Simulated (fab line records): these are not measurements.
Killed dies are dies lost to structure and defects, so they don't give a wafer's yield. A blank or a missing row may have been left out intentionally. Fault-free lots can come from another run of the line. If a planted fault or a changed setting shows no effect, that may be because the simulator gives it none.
fab line records	flow nand_harc
record: lots: 24	wafers: 72	last_day: 24
route steps=1159 shown P_ZERO_WELL@14 P_STI@87 P_GATE@200 P_M2@341
lots that met no fault: from a run of the same line without faults
start_h: start of the lot's first displayed wafer, in hours after the record's first day	wait_h: how many hours have passed since the lot's step before this one	" as in the row above	L1.1+2: a row that stands for several wafers	- no value, or no start was given	* or withheld: withheld	< > ~ a bound
route shown NAME@n: NAME is a module with steps in the file, n the number in the route of the first one	usual: mean and standard deviation over wafers with no fault	same: alike in all rows	chamber/n: place in a boat	sites: each site's reading	_std_site: standard deviation of those values	_edge_site: inner sites' mean taken away from outer sites' mean	radius_mm: how far each site lies from the wafer's centre	mask NAME#n: copy n	behind: tool/chamber where the wafer was last shaped	hold: cause of the lot's hold/its duration in hours/its outcome	device: whichever transistor did not switch (one of n, p or np)	end of line: tests run on the same wafers once the route is complete	a step with no rows: only its recipe	killed: dies lost to structure and defects at the first sort, not the wafer's yield	map: the dies of a wafer, with x for killed, . for not killed, _ for no die there
set.NAME: setting as actually run; set.NAME@STEP: the setting as run at that earlier step	model.NAME: the simulator's own value behind a step, which no gauge read
a sample of lots followed through the steps of the route, with each step as a table and each wafer as a row
services: the hour from which a tool's chamber was out of use, counted from the record's first day as start_h (under 0 if before that day), plus the number of hours and why
== steps ==
step: NHARC_P_ZERO_WELL_CD_MEAS_11
recipe: target_cd_nm: 500	landing_energy_ev: 500
usual: cd_nm: 499.3/1.7
lot.wafer	tool	chamber	start_h	wait_h	cd_nm
L074.1	cd_sem-02	0	13.18	-	499.0
L074.4	"	0	"	"	500.2
L074.5	"	0	"	"	500.9
L075.2	cd_sem-01	0	19.25	-	499.2
L075.4	"	0	"	"	498.7
L075.6	"	0	"	"	496.7
L076.3	cd_sem-01	0	25.27	-	501.9
L076.4	"	0	"	"	500.0
L076.5	"	0	"	"	501.7
L077.4	cd_sem-02	0	31.26	-	498.4
L077.5	"	0	"	"	499.1
L077.6	"	0	"	"	499.5
L078.1	cd_sem-01	0	37.23	-	496.7
L078.2	"	0	"	"	499.6
L078.6	"	0	"	"	500.0
L079.2	cd_sem-02	0	43.26	-	499.3
L079.4	"	0	"	"	497.2
L079.6	"	0	"	"	499.4
L080.1	cd_sem-01	0	49.25	-	500.2
L080.2	"	0	"	"	499.0
L080.6	"	0	"	"	497.7
L081.2	cd_sem-01	0	55.12	-	498.1
L081.3	"	0	"	"	499.0
L081.5	"	0	"	"	501.4
L082.1	cd_sem-03	0	61.41	-	498.0
L082.3	"	0	"	"	494.7
L082.6	"	0	"	"	497.4
L083.1	cd_sem-03	0	67.32	-	499.5
L083.3	"	0	"	"	499.0
L083.5	"	0	"	"	500.9
L084.1	cd_sem-02	0	73.24	-	499.1
L084.2	"	0	"	"	499.2
L084.4	"	0	"	"	499.9
L085.1	cd_sem-03	0	79.11	-	496.0
L085.3	"	0	"	"	497.7
L085.5	"	0	"	"	501.6
L086.2	cd_sem-02	0	85.25	-	500.4
L086.4	"	0	"	"	501.9
L086.5	"	0	"	"	501.4
L087.4	cd_sem-01	0	91.25	-	498.8
L087.5	"	0	"	"	500.2
L087.6	"	0	"	"	501.8
L088.3	cd_sem-02	0	97.26	-	499.5
L088.4	"	0	"	"	499.6
L088.6	"	0	"	"	500.5
L089.1	cd_sem-02	0	103.11	-	500.3
L089.5	"	0	"	"	501.0
L089.6	"	0	"	"	500.7
L090.1	cd_sem-03	0	109.24	-	502.6
L090.2	"	0	"	"	498.9
L090.3	"	0	"	"	499.9
L091.3	cd_sem-03	0	115.26	-	497.4
L091.5	"	0	"	"	499.1
L091.6	"	0	"	"	497.6
L092.1	cd_sem-02	0	121.26	-	498.5
L092.3	"	0	"	"	497.4
L092.4	"	0	"	"	498.9
L093.2	cd_sem-01	0	127.24	-	496.6
L093.4	"	0	"	"	499.5
L093.6	"	0	"	"	497.0
L094.1	cd_sem-01	0	133.12	-	498.9
L094.2	"	0	"	"	499.3
L094.5	"	0	"	"	498.1
L095.2	cd_sem-02	0	139.25	-	498.5
L095.4	"	0	"	"	500.2
L095.6	"	0	"	"	498.6
L096.1	cd_sem-03	0	145.23	-	502.2
L096.3	"	0	"	"	499.7
L096.5	"	0	"	"	498.6
L097.1	cd_sem-02	0	151.23	-	499.9
L097.2	"	0	"	"	498.1
L097.3	"	0	"	"	501.0
step: NHARC_P_STI_DESCUM_14
recipe: time_s: 3	o2_flow_sccm: 200	ar_flow_sccm: 0	bias_power_w: 0	chemistry: O2
usual: drypump_motor_current_A: 5.7/0.36	oes_product_au: 1.001/0.0094	rf_vpp_V: 57.7/0.9	showerhead_plenum_p_Torr: 1.90/0.07	throttle_valve_pct: 11.313/0.0083
lot.wafer	tool	chamber	start_h	wait_h	drypump_motor_current_A	oes_product_au	rf_hours_counter_h	rf_vpp_V	showerhead_plenum_p_Torr	throttle_valve_pct
L074.1	rie_diel-03	0	35.36	-	5.6	1.004	4	57.6	1.95	11.313
L074.4	"	2	"	"	5.6	1.009	4	57.8	2.03	11.329
L074.5	"	1	"	"	5.2	0.997	-	59.4	1.82	11.307
L076.4	rie_diel-04	1	50.17	-	5.8	0.994	3	57.4	1.99	11.300
L076.3	"	3	"	"	5.2	0.979	3	57.8	1.92	11.305
L076.5	"	1	"	"	5.8	0.999	-	57.5	1.99	11.320
L077.4	rie_diel-03	2	50.22	-	5.7	1.010	0	58.0	2.03	11.312
L077.5	"	0	"	"	5.6	0.997	-	58.6	1.95	11.322
L077.6	"	1	"	"	5.2	1.016	-	56.7	1.82	11.305
L078.2	rie_diel-04	3	57.43	-	5.3	0.995	3	58.5	1.92	11.308
L078.1	"	1	"	"	5.8	1.008	3	58.9	1.99	11.306
L078.6	"	0	"	"	6.3	1.011	-	57.2	1.92	11.313
L075.2	rie_diel-03	1	57.60	-	5.2	1.017	1	56.7	1.82	11.305
L075.4	"	0	"	"	5.6	0.991	1	57.5	1.95	11.324
L075.6	"	1	"	"	5.2	1.008	-	56.7	1.82	11.318
L079.2	rie_diel-10	3	66.30	-	6.2	0.990	4	56.4	1.87	11.321
L079.6	"	1	"	"	5.3	0.992	-	57.1	1.83	11.318
L079.4	"	3	"	"	6.1	0.993	-	56.8	1.87	11.312
L080.1	rie_diel-04	1	71.16	-	5.9	1.005	4	57.4	1.99	11.327
L080.2	"	3	"	"	5.2	0.997	3	58.8	1.92	11.310
L080.6	"	2	"	"	5.1	1.012	-	57.7	1.80	11.304
L081.2	rie_diel-10	3	78.46	-	6.2	1.004	6	56.6	1.87	11.319
L081.3	"	1	"	"	5.3	1.002	5	57.4	1.82	11.311
L081.5	"	3	"	"	6.2	1.000	-	57.9	1.87	11.309
L082.3	rie_diel-10	0	83.48	-	5.9	1.001	5	59.2	1.96	11.303
L082.1	"	1	"	"	5.3	1.019	5	57.3	1.83	11.324
L082.6	"	0	"	"	5.9	1.001	-	58.9	1.96	11.317
L083.3	rie_diel-03	1	91.47	-	5.2	1.004	2	57.5	1.82	11.298
L083.1	"	0	"	"	5.6	0.999	2	57.1	1.95	11.300
L083.5	"	1	"	"	5.2	1.002	-	58.1	1.82	11.309
L085.3	rie_diel-03	1	100.02	-	5.2	1.011	2	58.1	1.82	11.310
L085.1	"	2	"	"	5.6	0.992	2	59.3	2.03	11.333
L085.5	"	3	"	"	5.7	1.012	-	58.7	2.03	11.316
L084.1	rie_diel-04	0	100.05	-	6.3	0.996	3	57.4	1.92	11.326
L084.4	"	1	"	"	5.8	1.003	4	57.5	1.99	11.324
L084.2	"	3	"	"	5.2	0.992	4	59.1	1.92	11.311
L087.4	rie_diel-03	1	112.86	-	5.2	1.009	2	56.9	1.82	11.303
L087.6	"	3	"	"	5.7	1.000	-	58.3	2.03	11.316
L087.5	"	0	"	"	5.6	0.994	-	58.6	1.95	11.317
L086.4	rie_diel-10	1	113.07	-	5.3	1.003	7	57.6	1.82	11.304
L086.2	"	2	"	"	5.8	1.001	6	58.2	1.88	11.295
L086.5	"	1	"	"	5.3	1.005	-	58.9	1.82	11.313
L088.3	rie_diel-10	3	120.94	-	6.2	1.001	9	56.7	1.87	11.314
L088.4	"	1	"	"	5.3	1.007	8	56.7	1.82	11.308
L088.6	"	0	"	"	5.8	1.000	-	58.0	1.96	11.312
L089.1	rie_diel-10	2	126.77	-	5.8	1.002	8	57.6	1.88	11.320
L089.5	"	0	"	"	5.9	0.982	-	58.4	1.96	11.331
L089.6	"	1	"	"	5.3	1.006	-	56.6	1.82	11.324
L090.1	rie_diel-10	2	133.19	-	5.8	1.010	8	56.8	1.88	11.316
L090.2	"	3	"	"	6.2	0.998	9	57.5	1.87	11.316
L090.3	"	0	"	"	5.9	0.981	9	55.8	1.96	11.311
L091.3	rie_diel-10	0	136.98	-	5.9	0.991	9	59.3	1.96	11.313
L091.6	"	2	"	"	5.8	1.014	-	58.0	1.88	11.320
L091.5	"	3	"	"	6.2	0.991	-	58.0	1.87	11.313
L092.3	rie_diel-10	1	145.93	-	5.3	1.011	9	57.8	1.82	11.313
L092.1	"	2	"	"	5.8	1.005	9	57.2	1.88	11.310
L092.4	"	0	"	"	5.9	0.986	10	56.7	1.96	11.312
L093.4	rie_diel-04	3	145.98	-	5.4	1.004	0	56.7	1.92	11.301
L093.2	"	1	"	"	5.8	1.004	1	58.6	1.99	11.318
L093.6	"	2	"	"	5.1	0.998	-	57.0	1.80	11.309
L094.2	rie_diel-10	3	155.03	-	6.2	1.007	11	58.3	1.87	11.324
L094.1	"	1	"	"	5.3	1.011	10	58.2	1.82	11.300
L094.5	"	2	"	"	5.9	1.017	-	57.2	1.88	11.329
L095.2	rie_diel-04	0	162.28	-	6.4	0.975	1	55.8	1.92	11.304
L095.4	"	2	"	"	5.1	0.997	1	59.7	1.80	11.317
L095.6	"	3	"	"	5.3	0.999	-	57.4	1.92	11.308
L096.3	rie_diel-10	1	167.05	-	5.3	1.007	11	58.0	1.82	11.314
L096.1	"	3	"	"	6.1	1.003	11	58.3	1.87	11.310
L096.5	"	1	"	"	5.3	1.001	-	58.0	1.82	11.311
L097.3	rie_diel-10	2	174.08	-	5.8	1.012	11	58.1	1.88	11.312
L097.1	"	3	"	"	6.2	1.001	12	57.5	1.87	11.307
L097.2	"	0	"	"	5.9	0.986	11	59.0	1.96	11.310
step: NHARC_P_GATE_CD_MEAS_91
recipe: target_cd_nm: 2000	landing_energy_ev: 500
usual: cd_nm: 2000.1/1.7
lot.wafer	tool	chamber	start_h	wait_h	cd_nm
L074.1	cd_sem-02	0	101.39	-	2000.8
L074.4	"	0	"	"	2000.7
L074.5	"	0	"	"	1998.6
L077.4	cd_sem-03	0	119.12	-	2000.7
L077.5	"	0	"	"	2001.4
L077.6	"	0	"	"	2001.5
L076.3	cd_sem-03	0	119.62	-	2000.0
L076.4	"	0	"	"	1997.7
L076.5	"	0	"	"	1997.8
L078.1	cd_sem-03	0	129.41	-	1999.7
L078.2	"	0	"	"	2001.1
L078.6	"	0	"	"	1997.5
L075.2	cd_sem-01	0	129.86	-	1998.7
L075.4	"	0	"	"	1997.3
L075.6	"	0	"	"	1996.8
L079.2	cd_sem-03	0	138.33	-	1999.7
L079.4	"	0	"	"	1997.3
L079.6	"	0	"	"	2001.7
L080.1	cd_sem-02	0	147.44	-	2001.3
L080.2	"	0	"	"	2002.0
L080.6	"	0	"	"	2000.6
L081.2	cd_sem-02	0	148.24	-	2002.3
L081.3	"	0	"	"	2002.5
L081.5	"	0	"	"	2002.1
L082.1	cd_sem-01	0	152.84	-	2000.5
L082.3	"	0	"	"	1997.2
L082.6	"	0	"	"	1998.7
L083.1	cd_sem-03	0	163.22	-	2001.7
L083.3	"	0	"	"	1998.4
L083.5	"	0	"	"	2000.5
L087.4	cd_sem-02	0	180.75	-	1999.4
L087.5	"	0	"	"	1999.9
L087.6	"	0	"	"	2000.3
L086.2	cd_sem-02	0	181.39	-	1997.2
L086.4	"	0	"	"	2000.2
L086.5	"	0	"	"	1998.6
L084.1	cd_sem-02	0	182.00	-	1999.3
L084.2	"	0	"	"	1998.1
L084.4	"	0	"	"	2002.2
L085.1	cd_sem-02	0	187.53	-	2001.3
L085.3	"	0	"	"	1997.7
L085.5	"	0	"	"	1999.7
L088.3	cd_sem-03	0	190.03	-	1999.7
L088.4	"	0	"	"	1999.2
L088.6	"	0	"	"	2000.8
L089.1	cd_sem-01	0	190.71	-	1998.6
L089.5	"	0	"	"	1998.5
L089.6	"	0	"	"	2001.1
L090.1	cd_sem-02	0	201.72	-	2003.6
L090.2	"	0	"	"	2001.1
L090.3	"	0	"	"	2000.1
L091.3	cd_sem-01	0	206.10	-	2003.0
L091.5	"	0	"	"	2001.5
L091.6	"	0	"	"	2003.2
L093.2	cd_sem-02	0	215.34	-	2002.2
L093.4	"	0	"	"	1999.3
L093.6	"	0	"	"	1999.6
L092.1	cd_sem-01	0	216.11	-	1997.7
L092.3	"	0	"	"	1997.3
L092.4	"	0	"	"	1999.2
L094.1	cd_sem-01	0	221.70	-	2000.8
L094.2	"	0	"	"	1999.2
L094.5	"	0	"	"	2000.0
L096.1	cd_sem-02	0	229.30	-	2002.0
L096.3	"	0	"	"	2000.1
L096.5	"	0	"	"	1999.1
L095.2	cd_sem-03	0	230.00	-	1999.7
L095.4	"	0	"	"	2001.4
L095.6	"	0	"	"	1999.4
L097.1	cd_sem-01	0	247.90	-	2003.3
L097.2	"	0	"	"	2002.9
L097.3	"	0	"	"	2002.8
step: NHARC_P_GATE_INSPECT_68
usual: raw_defect_count: 200/74
lot.wafer	tool	chamber	start_h	wait_h	raw_defect_count
L074.1	defect_inspect-02	-	104.65	0.2	146
L074.4	"	-	"	"	189
L074.5	"	-	"	"	118
L077.4	defect_inspect-02	-	122.33	0.1	222
L077.5	"	-	"	"	311
L077.6	"	-	"	"	287
L076.3	defect_inspect-02	-	123.11	0.1	207
L076.4	"	-	"	"	166
L076.5	"	-	"	"	180
L078.1	defect_inspect-01	-	132.49	0.2	161
L078.2	"	-	"	"	94
L078.6	"	-	"	"	125
L075.2	defect_inspect-02	-	132.94	0.1	357
L075.4	"	-	"	"	286
L075.6	"	-	"	"	220
L079.2	defect_inspect-01	-	141.47	0.1	200
L079.4	"	-	"	"	314
L079.6	"	-	"	"	291
L080.1	defect_inspect-02	-	150.51	0.2	82
L080.2	"	-	"	"	138
L080.6	"	-	"	"	118
L081.2	defect_inspect-01	-	151.36	0.1	176
L081.3	"	-	"	"	95
L081.5	"	-	"	"	103
L082.1	defect_inspect-02	-	155.94	0.2	203
L082.3	"	-	"	"	228
L082.6	"	-	"	"	305
L083.1	defect_inspect-02	-	166.31	0.2	129
L083.3	"	-	"	"	220
L083.5	"	-	"	"	115
L087.4	defect_inspect-01	-	184.11	0.1	232
L087.5	"	-	"	"	228
L087.6	"	-	"	"	122
L086.2	defect_inspect-02	-	184.91	0.1	161
L086.4	"	-	"	"	355
L086.5	"	-	"	"	132
L084.1	defect_inspect-01	-	185.22	0.2	288
L084.2	"	-	"	"	182
L084.4	"	-	"	"	148
L085.1	defect_inspect-01	-	190.75	0.2	178
L085.3	"	-	"	"	449
L085.5	"	-	"	"	191
L088.3	defect_inspect-02	-	193.36	0.1	154
L088.4	"	-	"	"	148
L088.6	"	-	"	"	205
L089.1	defect_inspect-01	-	194.81	0.2	176
L089.5	"	-	"	"	206
L089.6	"	-	"	"	299
L090.1	defect_inspect-01	-	204.81	0.2	140
L090.2	"	-	"	"	132
L090.3	"	-	"	"	176
L091.3	defect_inspect-01	-	209.37	0.1	267
L091.5	"	-	"	"	228
L091.6	"	-	"	"	163
L093.2	defect_inspect-01	-	218.59	0.1	210
L093.4	"	-	"	"	171
L093.6	"	-	"	"	179
L092.1	defect_inspect-01	-	219.39	0.2	208
L092.3	"	-	"	"	119
L092.4	"	-	"	"	254
L094.1	defect_inspect-02	-	224.77	0.2	175
L094.2	"	-	"	"	198
L094.5	"	-	"	"	174
L096.1	defect_inspect-01	-	232.71	0.2	106
L096.3	"	-	"	"	128
L096.5	"	-	"	"	119
L095.2	defect_inspect-02	-	233.31	0.1	274
L095.4	"	-	"	"	253
L095.6	"	-	"	"	188
L097.1	defect_inspect-02	-	251.00	0.2	100
L097.2	"	-	"	"	143
L097.3	"	-	"	"	215
step: NHARC_P_M2_PVD_21
recipe: target_thk_a: 300	chamber_pressure_pa: 5	power_w: 5000	substrate_temp_c: 30	time_s: 20.49	material: Cu
usual: cathode_dc_power_W: 5000.0/0.83	throttle_valve_pct: 29.8/1.1
lot.wafer	tool	chamber	start_h	wait_h	cathode_dc_power_W	throttle_valve_pct
L074.1	pvd_sputter-03	-	-	-	5000.7	31.5
L074.4	"	-	"	"	4999.3	31.7
L074.5	"	-	"	"	4999.9	31.6
L077.4	pvd_sputter-02	-	-	-	5000.3	30.2
L077.5	"	-	"	"	5000.2	29.1
L077.6	"	-	"	"	4999.1	29.8
L076.4	pvd_sputter-03	-	-	-	4999.4	29.3
L076.3	"	-	"	"	5000.8	31.3
L076.5	"	-	"	"	5000.8	31.5
L078.2	pvd_sputter-01	-	-	-	5001.2	28.3
L078.1	"	-	"	"	5000.5	28.3
L078.6	"	-	"	"	4999.7	30.9
L075.2	pvd_sputter-03	-	-	-	5001.3	29.3
L075.4	"	-	"	"	5001.0	31.5
L075.6	"	-	"	"	5001.0	28.9
L079.4	pvd_sputter-03	-	-	-	4999.2	31.4
L079.2	"	-	"	"	5000.2	29.3
L079.6	"	-	"	"	5000.2	29.3
L080.2	pvd_sputter-02	-	-	-	4999.7	29.2
L080.1	"	-	"	"	5000.0	29.5
L080.6	"	-	"	"	5000.0	29.2
L081.2	pvd_sputter-02	-	-	-	4999.3	28.3
L081.3	"	-	"	"	5000.6	29.6
L081.5	"	-	"	"	5000.4	28.5
L082.3	pvd_sputter-02	-	-	-	5000.5	30.1
L082.1	"	-	"	"	5000.1	29.6
L082.6	"	-	"	"	4998.4	29.7
L083.1	pvd_sputter-03	-	-	-	5000.5	29.3
L083.3	"	-	"	"	4999.3	31.3
L083.5	"	-	"	"	5000.5	31.6
L087.4	pvd_sputter-03	-	-	-	5000.3	31.4
L087.5	"	-	"	"	5001.5	29.4
L087.6	"	-	"	"	4999.3	31.3
L086.4	pvd_sputter-02	-	-	-	5000.7	29.2
L086.2	"	-	"	"	5001.5	30.0
L086.5	"	-	"	"	4998.6	28.4
L084.2	pvd_sputter-01	-	-	-	4999.9	28.0
L084.1	"	-	"	"	4999.2	31.2
L084.4	"	-	"	"	5001.2	31.1
L085.1	pvd_sputter-01	-	-	-	5001.1	31.0
L085.3	"	-	"	"	4999.6	28.3
L085.5	"	-	"	"	5000.7	30.7
L088.4	pvd_sputter-01	-	-	-	5001.0	27.8
L088.3	"	-	"	"	4999.6	31.0
L088.6	"	-	"	"	4999.2	28.3
L089.1	pvd_sputter-01	-	-	-	4999.3	30.9
L089.5	"	-	"	"	5000.5	30.9
L089.6	"	-	"	"	5000.2	31.1
L090.3	pvd_sputter-03	-	-	-	4999.6	31.6
L090.2	"	-	"	"	4998.9	29.3
L090.1	"	-	"	"	5001.2	29.4
L091.3	pvd_sputter-01	-	-	-	5000.5	28.7
L091.6	"	-	"	"	5000.7	27.8
L091.5	"	-	"	"	4999.5	30.9
L093.4	pvd_sputter-01	-	-	-	5001.4	31.0
L093.2	"	-	"	"	5000.3	30.7
L093.6	"	-	"	"	5001.3	28.7
L092.3	pvd_sputter-02	-	-	-	4999.7	29.5
L092.1	"	-	"	"	5000.9	30.1
L092.4	"	-	"	"	5000.2	29.5
L094.2	pvd_sputter-01	-	-	-	5000.5	27.9
L094.1	"	-	"	"	5000.9	30.9
L094.5	"	-	"	"	5001.2	30.6
L096.3	pvd_sputter-01	-	-	-	5000.0	31.1
L096.1	"	-	"	"	5000.8	30.8
L096.5	"	-	"	"	4999.7	28.5
L095.4	pvd_sputter-02	-	-	-	4999.4	29.8
L095.2	"	-	"	"	4999.8	30.5
L095.6	"	-	"	"	4998.8	29.3
L097.3	pvd_sputter-02	-	-	-	5001.5	30.4
L097.2	"	-	"	"	5000.3	29.5
L097.1	"	-	"	"	5000.4	29.4
step: NHARC_P_M2_DEP_33
recipe: target_thk_a: 300	temp_c: 370	target_thk_nm: 30	pressure_torr: 3	flow_sccm: 200	rf_w: 450	material: SiCN
usual: heater_power_w: 578/68
lot.wafer	tool	chamber	start_h	wait_h	heater_power_w
L074.1	pecvd-01	1	121.73	0.1	663
L074.5	"	2	"	"	485
L074.4	"	0	"	"	559
L077.6	pecvd-04	0	146.58	0.2	481
L077.4	"	1	"	"	551
L077.5	"	2	"	"	583
L076.3	pecvd-01	2	146.76	0.1	459
L076.4	"	2	"	"	466
L076.5	"	0	"	"	536
L078.1	pecvd-02	1	149.79	0.1	543
L078.2	"	0	"	"	677
L078.6	"	0	"	"	667
L075.2	pecvd-04	2	150.20	0.1	554
L075.6	"	2	"	"	575
L075.4	"	0	"	"	522
L079.2	pecvd-01	2	165.11	0.1	474
L079.4	"	0	"	"	591
L079.6	"	1	"	"	661
L080.1	pecvd-04	0	167.76	0.1	503
L080.2	"	2	"	"	605
L080.6	"	1	"	"	513
L081.3	pecvd-04	2	168.61	0.1	489
L081.2	"	1	"	"	559
L081.5	"	1	"	"	547
L082.3	pecvd-02	1	173.13	0.1	594
L082.1	"	0	"	"	613
L082.6	"	0	"	"	625
L083.3	pecvd-01	1	186.17	0.1	551
L083.1	"	2	"	"	506
L083.5	"	2	"	"	497
L087.4	pecvd-02	1	203.22	0.2	590
L087.6	"	2	"	"	706
L087.5	"	0	"	"	600
L086.2	pecvd-02	1	204.12	0.1	583
L086.4	"	0	"	"	552
L086.5	"	1	"	"	592
L084.2	pecvd-01	2	204.32	0.1	512
L084.1	"	0	"	"	602
L084.4	"	0	"	"	601
L085.3	pecvd-04	2	213.15	0.1	532
L085.1	"	1	"	"	579
L085.5	"	0	"	"	473
L088.3	pecvd-02	0	219.17	0.1	609
L088.4	"	0	"	"	606
L088.6	"	1	"	"	533
L089.1	pecvd-01	0	219.74	0.1	540
L089.5	"	0	"	"	545
L089.6	"	1	"	"	588
L090.3	pecvd-01	0	222.68	0.1	586
L090.1	"	1	"	"	616
L090.2	"	2	"	"	497
L091.3	pecvd-02	0	226.75	0.1	542
L091.6	"	1	"	"	563
L091.5	"	2	"	"	710
L093.2	pecvd-02	0	235.87	0.1	626
L093.4	"	1	"	"	622
L093.6	"	2	"	"	643
L092.3	pecvd-02	0	236.55	0.1	558
L092.1	"	1	"	"	522
L092.4	"	0	"	"	548
L094.1	pecvd-02	2	242.15	0.1	718
L094.2	"	0	"	"	595
L094.5	"	2	"	"	715
L096.3	pecvd-02	2	253.42	0.1	666
L096.1	"	1	"	"	615
L096.5	"	0	"	"	616
L095.2	pecvd-04	0	254.04	0.1	482
L095.6	"	0	"	"	492
L095.4	"	1	"	"	571
L097.2	pecvd-04	0	279.79	0.1	521
L097.1	"	1	"	"	558
L097.3	"	2	"	"	619
== services ==
tool	chamber	start_h	hours	kind
pvd_sputter-01	-	13.31	2.3	repair
pecvd-04	-	14.24	13.0	pm
pvd_sputter-02	-	36.02	10.0	pm
pecvd-01	-	56.10	13.0	pm
rie_diel-10	2	64.92	11.2	repair
pecvd-02	-	78.07	2.9	repair
pvd_sputter-03	-	102.00	10.0	pm
pecvd-01	-	107.77	2.6	repair
pvd_sputter-01	-	121.76	0.5	repair
pecvd-02	2	145.66	14.2	repair
pvd_sputter-01	-	150.09	2.0	repair
pecvd-02	-	153.32	13.0	pm
pvd_sputter-01	-	158.00	10.0	pm
pvd_sputter-03	-	164.64	4.3	repair
rie_diel-10	-	176.50	9.0	pm
pecvd-04	-	188.84	1.5	repair
pecvd-04	-	195.27	13.0	pm
pvd_sputter-02	-	214.02	10.0	pm
pecvd-02	-	231.10	0.5	repair
rie_diel-10	3	233.23	27.6	repair
pecvd-04	2	236.04	5.6	repair
pecvd-01	-	237.19	13.0	pm
rie_diel-10	1	251.93	5.6	repair
rie_diel-10	1	269.48	8.4	repair
== key ==
fault none
